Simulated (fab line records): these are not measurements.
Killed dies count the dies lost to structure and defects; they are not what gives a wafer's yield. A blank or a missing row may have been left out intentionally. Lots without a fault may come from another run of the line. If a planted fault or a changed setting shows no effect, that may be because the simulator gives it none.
fab line records | flow n5-finfet
record: lots: 6 | wafers: 18 | last-day: 19
route steps=1938 shown BEOL_M10@1487
lots that met no fault: from a run of the same line without faults
start-h: hours from the record's first day to the start of the lot's first wafer shown | wait-h: hours since the lot's step before | " identical to the entry in the row above | L1.1+2: one row covering several wafers at once | - no value, or no start given | * or withheld: withheld | < > ~ a bound
route shown NAME@n: NAME is a module with steps in the file, n the number in the route of the first one | usual: mean/standard deviation of fault-free wafers | same: alike in all rows | chamber/n: place in a boat | sites: readings site by site | _std_site: standard deviation across them | _edge_site: the outer-site mean with the inner-site mean subtracted | radius-mm: for every site, how far away it sits from the centre of the wafer | mask NAME#n: copy n | behind: tool/chamber where the wafer was last shaped | hold: the reason the lot was held/the length of the hold in hours/how it ended | device: whichever transistor did not switch (one of n, p or np) | end of line: the route-end tests of the same wafers | a step given without rows: its recipe and nothing more | killed: count of dies lost to structure and defects at first sort (not the wafer's yield) | map: a wafer's dies, x killed, . not, _ none there
set.NAME: the setting as run; set.NAME@STEP: as run at that earlier step | model.NAME: the simulator's own value behind a step, which no gauge read
lots at some steps of the route; a table a step, a row a wafer
services: when a tool's chamber went out of use (start-h, in hours from the record's first day, below 0 if earlier), for how many hours, and the reason
== steps ==
step: N5_BEOL_M10_ETCH_61
recipe: chemistry: CF4 | target: SiARC | target-depth-a: 390 | mask-material: CAR-ArF | time-s: 65 | ion-energy-ev: 80 | pressure-mtorr: 40 | source-w: 545 | bias-w: 36 | Ar_flow_sccm: 100 | cf4-flow-sccm: 100 | ends: cleared
usual: drypump-motor-current-A: 5.49/0.29 | etch-rf-on-time-s: 64.4/1.8 | mfc-ar-sccm: 100.03/0.27 | oes-product-au: 0.70/0.08 | rf-vpp-V: 184.2/1.2 | showerhead-plenum-p-Torr: 2.15/0.074 | throttle-valve-pct: 15.46/0.24
lot.wafer | tool        | chamber | start-h | wait-h | drypump-motor-current-A | etch-rf-on-time-s | mfc-ar-sccm | oes-product-au | rf-hours-counter-h | rf-vpp-V | showerhead-plenum-p-Torr | throttle-valve-pct
L249.1    | rie-diel-04 | 2       | 239.71  | 0.0    | 5.38                    | 63.2              | 99.86       | 0.80           | 19                 | 184.1    | 2.11                     | 15.16
L249.4    | "           | 2       | "       | "      | 5.39                    | 63.2              | 100.01      | 0.80           | -                  | 183.9    | 2.11                     | 15.17
L249.6    | "           | 3       | "       | "      | 5.23                    | 65.3              | 99.78       | 0.62           | -                  | 183.5    | 2.12                     | 15.60
L253.1    | rie-diel-01 | 3       | 282.48  | 0.0    | 5.22                    | 63.9              | 100.07      | 0.70           | 75                 | 182.2    | 2.07                     | 15.46
L253.2    | "           | 2       | "       | "      | 5.77                    | 65.9              | 100.14      | 0.62           | 217                | 182.3    | 2.04                     | 15.81
L253.3    | "           | 0       | "       | "      | 5.32                    | 69.0              | 99.92       | 0.57           | 248                | 185.7    | 2.19                     | 15.68
L260.2    | rie-diel-01 | 3       | 332.36  | 0.0    | 5.25                    | 64.5              | 99.58       | 0.68           | 94                 | 183.2    | 2.06                     | 15.49
L260.4    | "           | 0       | "       | "      | 5.32                    | 65.1              | 99.99       | 0.80           | 9                  | 184.7    | 2.18                     | 15.18
L260.6    | "           | 2       | "       | "      | 5.77                    | 66.2              | 99.91       | 0.60           | -                  | 182.9    | 2.03                     | 15.86
L259.1    | rie-diel-04 | 2       | 333.07  | 0.0    | 5.38                    | 62.8              | 99.94       | 0.76           | 44                 | 183.8    | 2.10                     | 15.21
L259.5    | "           | 3       | "       | "      | 5.23                    | 65.4              | 100.86      | 0.59           | -                  | 183.8    | 2.11                     | 15.69
L259.6    | "           | 0       | "       | "      | 5.57                    | 65.8              | 100.23      | 0.82           | -                  | 183.2    | 2.10                     | 15.14
L265.3    | rie-diel-01 | 1       | 386.12  | 0.0    | 5.65                    | 64.9              | 99.79       | 0.75           | 36                 | 184.8    | 2.26                     | 15.25
L265.5    | "           | 3       | "       | "      | 5.24                    | 65.2              | 100.38      | 0.67           | -                  | 182.2    | 2.06                     | 15.51
L265.6    | "           | 0       | "       | "      | 5.33                    | 64.9              | 100.02      | 0.76           | -                  | 184.4    | 2.18                     | 15.21
L267.1    | rie-diel-04 | 0       | 393.66  | 0.0    | 5.51                    | 67.0              | 99.92       | 0.76           | 28                 | 186.2    | 2.10                     | 15.17
L267.2    | "           | 2       | "       | "      | 5.40                    | 62.4              | 100.39      | 0.74           | 63                 | 184.1    | 2.09                     | 15.25
L267.6    | "           | 2       | "       | "      | 5.41                    | 62.7              | 100.05      | 0.74           | -                  | 183.3    | 2.09                     | 15.25
step: N5_BEOL_M10_ETCH_62
recipe: chemistry: N2/H2 | target: SOC | target-depth-a: 1100 | overetch-a: 220 | mask-material: SiARC | temp-c: 40 | time-s: 165 | ion-energy-ev: 200 | pressure-mtorr: 30 | source-w: 840 | bias-w: 150 | n2-flow-sccm: 200 | h2-flow-sccm: 200
usual: drypump-motor-current-A: 5.49/0.29 | oes-product-au: 0.69/0.074 | rf-vpp-V: 524.0/2.7 | showerhead-plenum-p-Torr: 2.55/0.092 | temp-c: 39.99/0.11 | throttle-valve-pct: 17.69/0.26
same: time-s: 165
lot.wafer | tool        | chamber | start-h | wait-h | drypump-motor-current-A | oes-product-au | rf-hours-counter-h | rf-vpp-V | showerhead-plenum-p-Torr | temp-c | throttle-valve-pct
L249.1    | rie-diel-04 | 2       | 239.76  | 0.0    | 5.40                    | 0.79           | 19                 | 522.9    | 2.49                     | 39.98  | 17.23
L249.4    | "           | 2       | "       | "      | 5.42                    | 0.78           | -                  | 521.0    | 2.49                     | 40.04  | 17.24
L249.6    | "           | 3       | "       | "      | 5.24                    | 0.61           | -                  | 521.6    | 2.54                     | 39.95  | 17.98
L253.1    | rie-diel-01 | 3       | 282.53  | 0.0    | 5.25                    | 0.70           | 75                 | 522.9    | 2.46                     | 39.93  | 17.55
L253.2    | "           | 2       | "       | "      | 5.78                    | 0.61           | 217                | 521.0    | 2.40                     | 39.89  | 17.92
L253.3    | "           | 0       | "       | "      | 5.35                    | 0.59           | 248                | 525.7    | 2.61                     | 40.02  | 18.00
L260.2    | rie-diel-01 | 3       | 332.41  | 0.0    | 5.25                    | 0.67           | 94                 | 519.4    | 2.45                     | 40.03  | 17.56
L260.4    | "           | 0       | "       | "      | 5.34                    | 0.79           | 9                  | 525.9    | 2.60                     | 39.94  | 17.52
L260.6    | "           | 2       | "       | "      | 5.79                    | 0.60           | -                  | 519.6    | 2.40                     | 39.95  | 17.96
L259.1    | rie-diel-04 | 2       | 333.12  | 0.0    | 5.41                    | 0.74           | 44                 | 522.2    | 2.48                     | 39.99  | 17.27
L259.5    | "           | 3       | "       | "      | 5.23                    | 0.59           | -                  | 523.0    | 2.52                     | 40.16  | 18.06
L259.6    | "           | 0       | "       | "      | 5.52                    | 0.82           | -                  | 523.7    | 2.50                     | 40.09  | 17.51
L265.3    | rie-diel-01 | 1       | 386.17  | 0.0    | 5.62                    | 0.75           | 36                 | 527.9    | 2.69                     | 39.97  | 17.40
L265.5    | "           | 3       | "       | "      | 5.24                    | 0.67           | -                  | 520.6    | 2.44                     | 40.03  | 17.60
L265.6    | "           | 0       | "       | "      | 5.34                    | 0.75           | -                  | 525.7    | 2.59                     | 40.13  | 17.56
L267.1    | rie-diel-04 | 0       | 393.71  | 0.0    | 5.55                    | 0.77           | 28                 | 521.2    | 2.49                     | 40.04  | 17.54
L267.2    | "           | 2       | "       | "      | 5.41                    | 0.72           | 63                 | 523.4    | 2.47                     | 39.92  | 17.32
L267.6    | "           | 2       | "       | "      | 5.41                    | 0.72           | -                  | 521.5    | 2.47                     | 40.09  | 17.31
step: N5_BEOL_M10_STRIP_68
recipe: chemistry: N2/H2 | temp-c: 40 | n2-flow-sccm: 200 | h2-flow-sccm: 200 | rf-frequency-hz: 6e+07
step: N5_BEOL_M10_STRIP_67
recipe: chemistry: CF4 | resist: SiARC | power-w: 300 | bias-power-w: 75 | pressure-mtorr: 50 | cf4-flow-sccm: 150 | rf-frequency-hz: 6e+07
usual: drypump-motor-current-A: 5.49/0.29 | oes-product-au: 0.82/0.086 | rf-vpp-V: 271.2/1.5 | showerhead-plenum-p-Torr: 1.80/0.059 | throttle-valve-pct: 13.43/0.25
lot.wafer | tool        | chamber | start-h | wait-h | drypump-motor-current-A | oes-product-au | rf-hours-counter-h | rf-vpp-V | showerhead-plenum-p-Torr | throttle-valve-pct
L249.1    | rie-diel-04 | 2       | 239.91  | 0.0    | 5.41                    | 0.92           | 19                 | 269.3    | 1.77                     | 13.16
L249.4    | "           | 2       | "       | "      | 5.40                    | 0.92           | -                  | 270.8    | 1.77                     | 13.16
L249.6    | "           | 3       | "       | "      | 5.21                    | 0.72           | -                  | 271.9    | 1.78                     | 13.65
L253.1    | rie-diel-01 | 3       | 282.68  | 0.0    | 5.23                    | 0.82           | 75                 | 268.4    | 1.74                     | 13.44
L253.2    | "           | 2       | "       | "      | 5.77                    | 0.72           | 217                | 269.9    | 1.71                     | 13.83
L253.3    | "           | 0       | "       | "      | 5.33                    | 0.69           | 248                | 271.5    | 1.83                     | 13.69
L260.2    | rie-diel-01 | 3       | 332.56  | 0.0    | 5.28                    | 0.80           | 94                 | 268.2    | 1.73                     | 13.48
L260.4    | "           | 0       | "       | "      | 5.35                    | 0.94           | 9                  | 271.2    | 1.83                     | 13.14
L260.6    | "           | 2       | "       | "      | 5.77                    | 0.71           | -                  | 269.5    | 1.70                     | 13.86
L259.1    | rie-diel-04 | 2       | 333.26  | 0.0    | 5.39                    | 0.88           | 44                 | 269.7    | 1.77                     | 13.21
L259.5    | "           | 3       | "       | "      | 5.21                    | 0.70           | -                  | 273.1    | 1.77                     | 13.73
L259.6    | "           | 0       | "       | "      | 5.54                    | 0.96           | -                  | 271.0    | 1.76                     | 13.07
L265.3    | rie-diel-01 | 1       | 386.31  | 0.0    | 5.63                    | 0.88           | 36                 | 273.5    | 1.89                     | 13.20
L265.5    | "           | 3       | "       | "      | 5.26                    | 0.78           | -                  | 269.8    | 1.73                     | 13.55
L265.6    | "           | 0       | "       | "      | 5.33                    | 0.89           | -                  | 273.4    | 1.82                     | 13.19
L267.1    | rie-diel-04 | 0       | 393.86  | 0.0    | 5.55                    | 0.92           | 28                 | 271.3    | 1.75                     | 13.12
L267.2    | "           | 2       | "       | "      | 5.40                    | 0.85           | 63                 | 269.7    | 1.76                     | 13.25
L267.6    | "           | 2       | "       | "      | 5.39                    | 0.85           | -                  | 270.5    | 1.76                     | 13.26
step: N5_BEOL_M10_HM_OPEN_17
recipe: chemistry: Cl2/BCl3 | target-depth-a: 200 | overetch-a: 60 | target: TiN | mask-material: SOC | ion-energy-ev: 150 | pressure-mtorr: 10 | icp-w: 1000 | bias-w: 126 | Cl2_flow_sccm: 53.25 | bcl3-flow-sccm: 21.75 | Ar_flow_sccm: 25
usual: drypump-motor-current-A: 5.8/0.58 | mfc-ar-sccm: 25.01/0.08 | oes-product-au: 0.69/0.08 | throttle-valve-pct: 22.2/0.4
lot.wafer | tool         | chamber | start-h | wait-h | drypump-motor-current-A | mfc-ar-sccm | oes-product-au | rf-hours-counter-h | throttle-valve-pct
L249.1    | rie-metal-03 | 1       | 239.95  | 0.0    | 5.3                     | 24.90       | 0.80           | 5                  | 22.3
L249.4    | "            | 0       | "       | "      | 6.7                     | 24.97       | 0.74           | -                  | 21.5
L249.6    | "            | 0       | "       | "      | 6.7                     | 24.91       | 0.74           | -                  | 21.5
L253.1    | rie-metal-02 | 1       | 282.72  | 0.0    | 6.7                     | 24.99       | 0.58           | 102                | 22.5
L253.2    | "            | 0       | "       | "      | 5.3                     | 24.95       | 0.76           | 14                 | 21.8
L253.3    | "            | 1       | "       | "      | 6.7                     | 24.81       | 0.57           | -                  | 22.5
L260.2    | rie-metal-03 | 1       | 332.60  | 0.0    | 5.3                     | 24.95       | 0.76           | 12                 | 22.4
L260.4    | "            | 0       | "       | "      | 6.7                     | 24.95       | 0.72           | -                  | 21.6
L260.6    | "            | 1       | "       | "      | 5.3                     | 24.91       | 0.77           | -                  | 22.3
L259.1    | rie-metal-01 | 0       | 333.30  | 0.0    | 5.8                     | 24.99       | 0.56           | 96                 | 22.7
L259.5    | "            | 0       | "       | "      | 5.8                     | 25.11       | 0.58           | -                  | 22.7
L259.6    | "            | 1       | "       | "      | 5.4                     | 24.95       | 0.70           | -                  | 22.3
L265.3    | rie-metal-01 | 1       | 386.41  | 0.1    | 5.4                     | 24.94       | 0.69           | -                  | 22.3
L265.5    | "            | 1       | "       | "      | 5.4                     | 24.94       | 0.70           | -                  | 22.3
L265.6    | "            | 1       | "       | "      | 5.4                     | 25.06       | 0.70           | -                  | 22.3
L267.1    | rie-metal-03 | 1       | 393.90  | 0.0    | 5.3                     | 25.03       | 0.73           | 19                 | 22.4
L267.2    | "            | 0       | "       | "      | 6.7                     | 25.11       | 0.69           | 26                 | 21.6
L267.6    | "            | 0       | "       | "      | 6.7                     | 24.94       | 0.69           | -                  | 21.6
step: N5_BEOL_M10_STRIP_19
recipe: chemistry: O2 | power-w: 400 | temp-c: 40 | pressure-mtorr: 30 | rf-frequency-hz: 6e+07 | bias-power-w: 0 | overash-fraction: 0.2 | o2-flow-sccm: 225
usual: drypump-motor-current-A: 5.47/0.28 | oes-product-au: 0.81/0.1 | rf-vpp-V: 3.5/0.66 | showerhead-plenum-p-Torr: 2.09/0.084 | temp-c: 40.02/0.11 | throttle-valve-pct: 16.55/0.22
lot.wafer | tool        | chamber | start-h | wait-h | drypump-motor-current-A | oes-product-au | rf-hours-counter-h | rf-vpp-V | showerhead-plenum-p-Torr | temp-c | throttle-valve-pct
L249.1    | rie-diel-04 | 3       | 240.19  | 0.2    | 5.22                    | 0.71           | 199                | 5.6      | 2.07                     | 40.21  | 16.67
L249.4    | "           | 0       | "       | "      | 5.53                    | 0.69           | -                  | 3.5      | 2.07                     | 40.09  | 16.69
L249.6    | "           | 3       | "       | "      | 5.22                    | 0.72           | -                  | 3.6      | 2.07                     | 40.13  | 16.67
L253.1    | rie-diel-01 | 2       | 282.84  | 0.1    | 5.76                    | 0.71           | 217                | 3.3      | 1.98                     | 39.96  | 16.83
L253.2    | "           | 0       | "       | "      | 5.34                    | 0.67           | 248                | 3.9      | 2.14                     | 40.06  | 16.73
L253.3    | "           | 3       | "       | "      | 5.22                    | 0.82           | 75                 | 4.3      | 2.02                     | 39.85  | 16.47
L260.2    | rie-diel-01 | 3       | 332.72  | 0.1    | 5.24                    | 0.80           | 94                 | 2.9      | 2.01                     | 40.01  | 16.53
L260.4    | "           | 0       | "       | "      | 5.33                    | 0.95           | 9                  | 4.2      | 2.14                     | 39.75  | 16.23
L260.6    | "           | 3       | "       | "      | 5.26                    | 0.80           | -                  | 3.2      | 2.01                     | 40.11  | 16.50
L259.1    | rie-diel-01 | 0       | 333.50  | 0.2    | 5.35                    | 0.97           | 9                  | 3.7      | 2.14                     | 40.03  | 16.25
L259.5    | "           | 1       | "       | "      | 5.65                    | 0.93           | -                  | 3.8      | 2.24                     | 40.25  | 16.28
L259.6    | "           | 2       | "       | "      | 5.78                    | 0.70           | -                  | 3.2      | 1.98                     | 39.99  | 16.86
L265.3    | rie-diel-04 | 2       | 386.60  | 0.2    | 5.40                    | 0.86           | 60                 | 4.4      | 2.04                     | 40.09  | 16.27
L265.5    | "           | 1       | "       | "      | 5.95                    | 0.90           | -                  | 3.8      | 2.22                     | 39.98  | 16.31
L265.6    | "           | 2       | "       | "      | 5.40                    | 0.86           | -                  | 4.1      | 2.04                     | 40.15  | 16.27
L267.1    | rie-diel-01 | 3       | 394.09  | 0.2    | 5.24                    | 0.78           | 117                | 1.8      | 2.00                     | 40.08  | 16.54
L267.2    | "           | 0       | "       | "      | 5.34                    | 0.90           | 32                 | 3.3      | 2.13                     | 39.92  | 16.29
L267.6    | "           | 2       | "       | "      | 5.77                    | 0.99           | -                  | 2.3      | 2.24                     | 40.24  | 16.39
step: N5_BEOL_M10_CD_MEAS_18
recipe: pitch-nm: 140 | target-cd-nm: 70
usual: cd-nm: 70.1/0.63
lot.wafer | tool      | chamber | start-h | wait-h | cd-nm
L249.1    | cd-sem-03 | -       | 240.26  | 0.0    | 70.2
L249.4    | "         | -       | "       | "      | 69.7
L249.6    | "         | -       | "       | "      | 69.5
L253.1    | cd-sem-02 | -       | 282.91  | 0.0    | 70.2
L253.2    | "         | -       | "       | "      | 70.7
L253.3    | "         | -       | "       | "      | 69.6
L260.2    | cd-sem-01 | -       | 332.79  | 0.1    | 69.7
L260.4    | "         | -       | "       | "      | 69.8
L260.6    | "         | -       | "       | "      | 70.5
L259.1    | cd-sem-03 | -       | 333.57  | 0.0    | 71.3
L259.5    | "         | -       | "       | "      | 70.5
L259.6    | "         | -       | "       | "      | 69.8
L265.3    | cd-sem-02 | -       | 386.67  | 0.1    | 70.4
L265.5    | "         | -       | "       | "      | 70.3
L265.6    | "         | -       | "       | "      | 70.4
L267.1    | cd-sem-03 | -       | 394.16  | 0.0    | 70.7
L267.2    | "         | -       | "       | "      | 69.7
L267.6    | "         | -       | "       | "      | 71.0
step: N5_BEOL_M10_COAT_63
recipe: resist: SOC | temp-c: 250 | time-s: 60 | spin-rpm: 1500 | resist-thk-nm: 100
step: N5_BEOL_M10_COAT_64
recipe: resist: SiARC | temp-c: 220 | time-s: 60 | spin-rpm: 1500 | resist-thk-nm: 30
step: N5_BEOL_M10_COAT_22
recipe: resist: CAR-ArF | spin-rpm: 1500 | resist-thk-nm: 90
step: N5_BEOL_M10_EBR_24
recipe: solvent: PGMEA | ebr-width-mm: 1.5
step: N5_BEOL_M10_SOFTBAKE_23
recipe: temp-c: 110 | time-s: 60 | resist: CAR-ArF
step: N5_BEOL_M10_EXPOSE_25
recipe: mask-id: V9 | na: 1.35 | source-shape: annular | sigma-inner: 0.5 | sigma-outer: 0.8 | polarization: unpolarized | dose-mj: 85.5
lot.wafer  | tool            | chamber | start-h | wait-h | mask | model.BEOL_M10.overlay-x-nm
L249.1+4+6 | arfi-scanner-01 | 0       | 240.85  | -      | V9#0 | -0.8
L253.1+2+3 | arfi-scanner-03 | 0       | 283.06  | -      | V9#0 | -0.4
L260.2+4+6 | arfi-scanner-01 | 0       | 333.07  | -      | V9#0 | 9.8
L259.1+5+6 | arfi-scanner-01 | 0       | 334.09  | -      | V9#0 | 9.2
L265.3+5+6 | arfi-scanner-02 | 0       | 388.77  | -      | V9#0 | 0
L267.1+2+6 | arfi-scanner-03 | 0       | 395.40  | -      | V9#0 | 0.4
step: N5_BEOL_M10_PEB_26
recipe: peb-temp-c: withheld | peb-time-s: 60 | resist: CAR-ArF
step: N5_BEOL_M10_DEVELOP_27
recipe: develop-time-s: 30 | developer: TMAH | resist: CAR-ArF | rinse-liquid: diw | dry: air-spin | dev-temp-c: 23
step: N5_BEOL_M10_CD_MEAS_28
recipe: target-cd-nm: 70 | landing-energy-ev: 500 | detector: se-inlens | polarity: opening
usual: cd-nm: 70.0/0.89
lot.wafer | tool      | chamber | start-h | wait-h | cd-nm
L249.1    | cd-sem-03 | 0       | 240.98  | -      | 71.6
L249.4    | "         | 0       | "       | "      | 72.0
L249.6    | "         | 0       | "       | "      | 70.9
L253.1    | cd-sem-01 | 0       | 283.19  | -      | 69.3
L253.2    | "         | 0       | "       | "      | 69.7
L253.3    | "         | 0       | "       | "      | 69.0
L260.2    | cd-sem-03 | 0       | 333.20  | -      | 71.4
L260.4    | "         | 0       | "       | "      | 69.0
L260.6    | "         | 0       | "       | "      | 70.8
L259.1    | cd-sem-03 | 0       | 334.22  | -      | 68.7
L259.5    | "         | 0       | "       | "      | 69.8
L259.6    | "         | 0       | "       | "      | 70.8
L265.3    | cd-sem-02 | 0       | 388.89  | -      | 69.6
L265.5    | "         | 0       | "       | "      | 70.2
L265.6    | "         | 0       | "       | "      | 70.1
L267.1    | cd-sem-02 | 0       | 395.53  | -      | 70.7
L267.2    | "         | 0       | "       | "      | 69.9
L267.6    | "         | 0       | "       | "      | 69.7
step: N5_BEOL_M10_OVL_MEAS_29
recipe: points-per-wafer: 44
usual: V9_OVL: -0.6/0.8
lot.wafer | tool       | chamber | start-h | wait-h | V9_OVL[nm]
L249.1    | overlay-01 | 0       | 241.01  | 0.0    | -0.9
L249.4    | "          | 0       | "       | "      | -2.0
L249.6    | "          | 0       | "       | "      | -1.1
L253.1    | overlay-01 | 0       | 283.22  | 0.0    | -1.1
L253.2    | "          | 0       | "       | "      | -0.3
L253.3    | "          | 0       | "       | "      | -1.6
L260.2    | overlay-02 | 0       | 333.23  | 0.0    | 10.5
L260.4    | "          | 0       | "       | "      | 9.0
L260.6    | "          | 0       | "       | "      | 10.0
L259.1    | overlay-01 | 0       | 334.26  | 0.0    | 9.1
L259.5    | "          | 0       | "       | "      | 10.1
L259.6    | "          | 0       | "       | "      | 8.5
L265.3    | overlay-02 | 0       | 388.92  | 0.0    | -0.9
L265.5    | "          | 0       | "       | "      | -0.1
L265.6    | "          | 0       | "       | "      | -1.0
L267.1    | overlay-02 | 0       | 395.56  | 0.0    | 1.7
L267.2    | "          | 0       | "       | "      | -0.3
L267.6    | "          | 0       | "       | "      | -0.6
step: N5_BEOL_M10_INSPECT_30
recipe: mode: adi | inspect-instrument: brightfield
usual: raw-defect-count: 408/99
lot.wafer | tool              | chamber | start-h | wait-h | raw-defect-count
L249.1    | defect-inspect-01 | -       | 241.04  | 0.0    | 305
L249.4    | "                 | -       | "       | "      | 503
L249.6    | "                 | -       | "       | "      | 481
L253.1    | defect-inspect-01 | -       | 283.25  | 0.0    | 406
L253.2    | "                 | -       | "       | "      | 460
L253.3    | "                 | -       | "       | "      | 418
L260.2    | defect-inspect-02 | -       | 333.25  | 0.0    | 266
L260.4    | "                 | -       | "       | "      | 303
L260.6    | "                 | -       | "       | "      | 324
L259.1    | defect-inspect-02 | -       | 334.29  | 0.0    | 650
L259.5    | "                 | -       | "       | "      | 587
L259.6    | "                 | -       | "       | "      | 404
L265.3    | defect-inspect-02 | -       | 388.94  | 0.0    | 428
L265.5    | "                 | -       | "       | "      | 317
L265.6    | "                 | -       | "       | "      | 326
L267.1    | defect-inspect-02 | -       | 395.59  | 0.0    | 501
L267.2    | "                 | -       | "       | "      | 885
L267.6    | "                 | -       | "       | "      | 534
== services ==
tool            | chamber | start-h | hours | kind
arfi-scanner-03 | -       | 219.60  | 4.9   | pm
rie-diel-04     | 1       | 232.60  | 8.5   | repair
arfi-scanner-02 | -       | 233.82  | 1.3   | pm
rie-diel-01     | 3       | 236.72  | 4.0   | repair
arfi-scanner-01 | -       | 247.26  | 1.0   | pm
arfi-scanner-01 | -       | 253.27  | 0.8   | pm
rie-metal-03    | -       | 256.46  | 0.9   | repair
rie-diel-04     | 2       | 262.52  | 29.1  | repair
arfi-scanner-03 | -       | 265.26  | 0.8   | pm
arfi-scanner-01 | -       | 280.75  | 3.9   | pm
rie-metal-03    | -       | 282.04  | 1.4   | pm
arfi-scanner-03 | -       | 286.41  | 1.3   | pm
rie-metal-02    | -       | 297.88  | 2.8   | pm
rie-metal-01    | -       | 305.91  | 15.6  | pm
arfi-scanner-03 | -       | 311.99  | 1.0   | pm
arfi-scanner-02 | -       | 313.83  | 2.7   | repair
rie-metal-01    | -       | 340.07  | 2.8   | pm
arfi-scanner-03 | -       | 343.27  | 3.1   | pm
arfi-scanner-02 | -       | 348.49  | 1.0   | pm
arfi-scanner-01 | -       | 360.00  | 4.9   | pm
arfi-scanner-03 | -       | 372.29  | 0.4   | repair
arfi-scanner-03 | -       | 378.08  | 1.0   | pm
arfi-scanner-01 | -       | 383.24  | 1.2   | repair
arfi-scanner-01 | -       | 386.45  | 21.0  | pm
== key ==
first-sign: step: N5_BEOL_M10_OVL_MEAS_29 | reading: V9_OVL | direction: up | sigmas: 13 | usual: -0.6 | struck: 9.5
effect none on later readings
model-effect: step: N5_BEOL_M10_EXPOSE_25 | value: BEOL_M10.overlay-x-nm | without: -0.1 | struck: 9.5
met-at N5_BEOL_M10_EXPOSE_25
struck-wafers L259.1,L259.5,L259.6,L260.2,L260.4,L260.6
onset-between 240.85 333.07
fault: kind: scanner-matching-overlay | tool: arfi-scanner-01 | chamber: - | onset-h: 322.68 | steps: N5_BEOL_M10_EXPOSE_25 | offset: 9.6061
